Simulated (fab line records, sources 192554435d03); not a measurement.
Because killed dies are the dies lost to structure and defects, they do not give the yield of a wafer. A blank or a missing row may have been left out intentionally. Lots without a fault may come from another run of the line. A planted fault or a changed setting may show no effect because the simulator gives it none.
A struck lot beside a sound one | flow n5_finfet | 15 steps out of a route of 1938
Sound: wafers L798.2, L798.5, L798.6. Struck: wafer L804.3 (L804.2, L804.4, from the same lot, were not struck and are left out); the cause is given at the end.
At each step with rows: each side's tool, then ch and its chambers, then its first start. Under that, the readings that differ: sound wafers | struck wafers | difference of the means | sigmas: that difference in standard deviations of wafers without a fault.
alike: readings whose means differ by less than 2 such deviations, and words and numbers that are the same on both sides. not compared: withheld readings, readings that some wafer has no value for, bounds like >300 that may hide the same value, and numbers for which the record gives no deviation and whose values overlap.
Wherever a step has rows on one side only, a row that says differs or no value, or a row with sigmas, the two part there. Non-overlapping numbers with no deviation appear without sigmas and do not part them. A reading missing from all wafers of one side parts the sides only when that side holds two or more wafers.

first, 8 steps without rows for these wafers: N5_BEOL_M5_COAT_60 (time 60 s, resist thk 12 nm); N5_BEOL_M5_COAT_71 (time 60 s, resist thk 5 nm); N5_BEOL_M5_COAT_05 (resist thk 30 nm); N5_BEOL_M5_EBR_07; N5_BEOL_M5_SOFTBAKE_06 (time 60 s); N5_BEOL_M5_EXPOSE_08 (exposes mask M5, target cd 28 nm); N5_BEOL_M5_PEB_09 (peb time 60 s); N5_BEOL_M5_DEVELOP_10 (develop time 30 s).
N5_BEOL_M5_CD_MEAS_11: target cd 27.74 nm.
  sound on cd_sem-02 ch 0, day 11 20:08; struck on cd_sem-01 ch 0, day 13 20:41
  reading    | sound             | struck | difference | sigmas
  cd_nm (nm) | 27.70 27.51 27.90 | 28.18  | +0.48      | +2
N5_BEOL_M5_OVL_MEAS_12:
  sound on overlay-01 ch 0, day 11 20:11; struck on overlay-01 ch 0, day 13 20:44
  alike: M5_OVL
N5_BEOL_M5_INSPECT_13: inspects for defects (brightfield).
  sound on defect_inspect-01, day 11 20:14; struck on defect_inspect-02, day 13 20:47
  reading          | sound       | struck | difference | sigmas
  raw_defect_count | 268 163 258 | 464    | +234       | +2
N5_BEOL_M5_DESCUM_16: chemistry O2, time 7 s.
  sound on rie_diel-06 ch 2,3, day 11 20:25; struck on rie_diel-01 ch 3, day 13 20:49
  reading                | sound             | struck | difference | sigmas
  throttle_valve_pct (%) | 20.40 20.41 20.83 | 20.09  | -0.46      | -2
  alike: bias_power_w, drypump_motor_current_A, oes_product_au, rf_vpp_V, showerhead_plenum_p_Torr
  not compared: rf_hours_counter_h
N5_BEOL_M5_ETCH_72: etches underlayer in N2/H2, target depth 6.5 nm, time 5.2 s.
  sound on rie_diel-06 ch 2,3, day 11 20:27; struck on rie_diel-01 ch 3, day 13 20:51
  reading                | sound             | struck | difference | sigmas
  bias_w (W)             | 149.8 149.5 149.7 | 192.8  | +43.1      | +98
  etch_rf_on_time_s (s)  | 5.07 5.05 5.34    | 4.49   | -0.66      | -7
  rf_vpp_V (V)           | 525.3 524.0 521.2 | 612.5  | +89.0      | +36
  throttle_valve_pct (%) | 17.93 17.92 18.28 | 17.49  | -0.55      | -3
  alike: drypump_motor_current_A, oes_product_au, showerhead_plenum_p_Torr
  not compared: rf_hours_counter_h
N5_BEOL_M5_ETCH_61: etches SiARC in CF4, target depth 15.6 nm, time 26 s.
  sound on rie_diel-06 ch 2,3, day 11 20:28; struck on rie_diel-01 ch 3, day 13 20:52
  reading                | sound             | struck | difference | sigmas
  throttle_valve_pct (%) | 15.60 15.58 16.01 | 15.29  | -0.44      | -2
  alike: bias_w, drypump_motor_current_A, etch_rf_on_time_s, oes_product_au, rf_vpp_V, showerhead_plenum_p_Torr
  not compared: rf_hours_counter_h
after that, 1 step had no rows for these wafers: N5_PASSIVATION_PROBE_49.

== WHERE THEY PART ==
At N5_BEOL_M5_CD_MEAS_11 first; at N5_BEOL_M5_ETCH_61 last (within this record only).

WHY: what the simulator had put in
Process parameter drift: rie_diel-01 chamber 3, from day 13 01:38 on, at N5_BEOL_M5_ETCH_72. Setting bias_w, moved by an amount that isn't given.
